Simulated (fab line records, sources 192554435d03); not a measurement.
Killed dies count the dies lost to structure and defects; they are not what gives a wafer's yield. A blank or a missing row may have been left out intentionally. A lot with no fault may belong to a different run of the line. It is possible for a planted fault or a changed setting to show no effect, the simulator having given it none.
Split-lot trial    flow n5Finfet    7 lots, 39 wafers read, on a route of 1938 steps

## ON THE SPLIT
At N5_FIN_CUT_CUT_ETCH_26 (etches SiNx in CH3F/O2, target depth 39 nm, time 55.7 s), the setting targetDepthA was moved away from the recipe's 390 angstrom on 15 of the 39 wafers read, by -11.6% to +11.0%. All remaining wafers had this setting at the recipe value.

There is no step in the file separating the split from the reading.

## THE READING
SOC_of_FIN_CUT_COAT_18.thkNm (the simulator's own value, which no gauge read), in nm, at N5_FIN_CUT_CUT_ETCH_27 (etches SiO2 in CHF3/O2, target depth 4 nm, overetch 2 nm, time 4.9 s). No usual value for it is given in the file. Here, 24 wafers ran the recipe; their average is 207.2 nm with a standard deviation of 0.77 nm.

wafer   tool, chamber at the split  targetDepthA as run, angstrom  against the recipe  SOC_of_FIN_CUT_COAT_18.thkNm, nm  against lot-mates on the recipe
L074.1  rieDiel-05, 1               390                            recipe              207.6                             -
L074.6  rieDiel-05, 3               390                            recipe              207.6                             -
L074.2  rieDiel-05, 0               354.9                          -9.0%               209                               +1.5
L074.3  rieDiel-05, 3               354.9                          -9.0%               210                               +2.5
L074.4  rieDiel-05, 2               354.9                          -9.0%               209.6                             +2.1
L074.5  rieDiel-05, 2               390                            recipe              207.2                             -
L076.1  rieDiel-04, 1               390                            recipe              206.2                             -
L076.2  rieDiel-04, 2               432.9                          +11.0%              203.2                             -2.9
L076.3  rieDiel-04, 3               390                            recipe              205.6                             -
L076.4  rieDiel-04, 0               432.9                          +11.0%              203.4                             -2.7
L076.5  rieDiel-04, 0               432.9                          +11.0%              203.8                             -2.3
L076.6  rieDiel-04, 1               390                            recipe              206.4                             -
L077.1  rieDiel-05, 3               375.1                          -3.8%               207.4                             +0.3
L077.2  rieDiel-05, 0               390                            recipe              207                               -
L077.3  rieDiel-05, 1               375.1                          -3.8%               207.6                             +0.5
L077.4  rieDiel-05, 2               390                            recipe              206.8                             -
L077.5  rieDiel-05, 1               390                            recipe              207.4                             -
L077.6  rieDiel-05, 2               375.1                          -3.8%               208                               +0.9
L079.1  rieDiel-05, 0               390                            recipe              208                               -
L079.6  rieDiel-05, 1               390                            recipe              208                               -
L079.2  rieDiel-05, 1               390                            recipe              207.8                             -
L079.3  rieDiel-05, 3               344.9                          -11.6%              210.8                             +2.9
L079.4  rieDiel-05, 0               344.9                          -11.6%              210.8                             +2.9
L079.5  rieDiel-05, 3               344.9                          -11.6%              210                               +2.1
L090.1  rieDiel-05, 2               415.1                          +6.4%               205.2                             -1.7
L090.2  rieDiel-05, 3               390                            recipe              207                               -
L090.3  rieDiel-05, 1               390                            recipe              206.4                             -
L090.4  rieDiel-05, 0               390                            recipe              207.4                             -
L090.5  rieDiel-05, 1               415.1                          +6.4%               205.8                             -1.1
L090.6  rieDiel-05, 2               415.1                          +6.4%               205                               -1.9
L092.1  rieDiel-05, 1               390                            recipe              206.2                             -
L092.6  rieDiel-05, 2               390                            recipe              206.2                             -
L092.2  rieDiel-05, 2               390                            recipe              207.2                             -
L092.4  rieDiel-05, 3               390                            recipe              207.2                             -
L092.3  rieDiel-05, 0               390                            recipe              207.8                             -
L092.5  rieDiel-05, 1               390                            recipe              206.4                             -
L097.2  rieDiel-01, 3               390                            recipe              208.2                             -
L097.3  rieDiel-01, 1               390                            recipe              207.4                             -
L097.5  rieDiel-01, 0               390                            recipe              209                               -

THE FIT
A straight line over all 39 wafers: SOC_of_FIN_CUT_COAT_18.thkNm changes by -0.294 nm for each +1% of targetDepthA; r = -0.92; the points scatter about the line by 0.69 nm.
The same after taking each lot's own level away (the mean of its wafers on the recipe; 39 wafers): -0.23 nm for each +1%; r = -0.95; scatter 0.42 nm.
On that fit, the largest move of targetDepthA shifts the reading by 2.7 nm.
The lots' own levels span 206.07 to 208.20 nm, that is 2.8 times the standard deviation above.
So the slope is not independent of the lot-to-lot level: the two fits are not the same.
Check: with one of the wafers moved furthest among these (-11.6%) left out of the fit, the line predicts +2.58 nm for it against its lot-mates. It came out at +2.87 nm against them.

## THE OTHER SPLITS THESE WAFERS WENT THROUGH
Other splits were also applied to these wafers ahead of the reading. Each is held against what the fit with the lots' levels taken away leaves over:
other split on the same wafers            wafers away from the commonest value  r with SOC_of_FIN_CUT_COAT_18.thkNm (lot level and that fit taken away)
N5_FIN_SAQP_MANDREL_ETCH_22 targetDepthA  15                                    -0.10

## THE WHOLE CHAIN: every reading that the file lists as answering this split, in the file's order
step                    what it does                                                          reading                                                                        change (the file's fit)                r (the file's)
N5_FIN_CUT_CUT_ETCH_26  etches SiNx in CH3F/O2, target depth 39 nm, time 55.7 s               etch.depthNm (the simulator's own value, which no gauge read)                  +0.423 nm for each +1% of the setting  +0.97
N5_FIN_CUT_CUT_ETCH_26  etches SiNx in CH3F/O2, target depth 39 nm, time 55.7 s               SOC_of_FIN_CUT_COAT_18.thkNm (the simulator's own value, which no gauge read)  -0.221 nm for each +1% of the setting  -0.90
N5_FIN_CUT_CUT_ETCH_27  etches SiO2 in CHF3/O2, target depth 4 nm, overetch 2 nm, time 4.9 s  SOC_of_FIN_CUT_COAT_18.thkNm (the simulator's own value, which no gauge read)  -0.229 nm for each +1% of the setting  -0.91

## FILE'S OWN FIT
SOC_of_FIN_CUT_COAT_18.thkNm changes by -0.229 nm for each +1% of targetDepthA, r = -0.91.
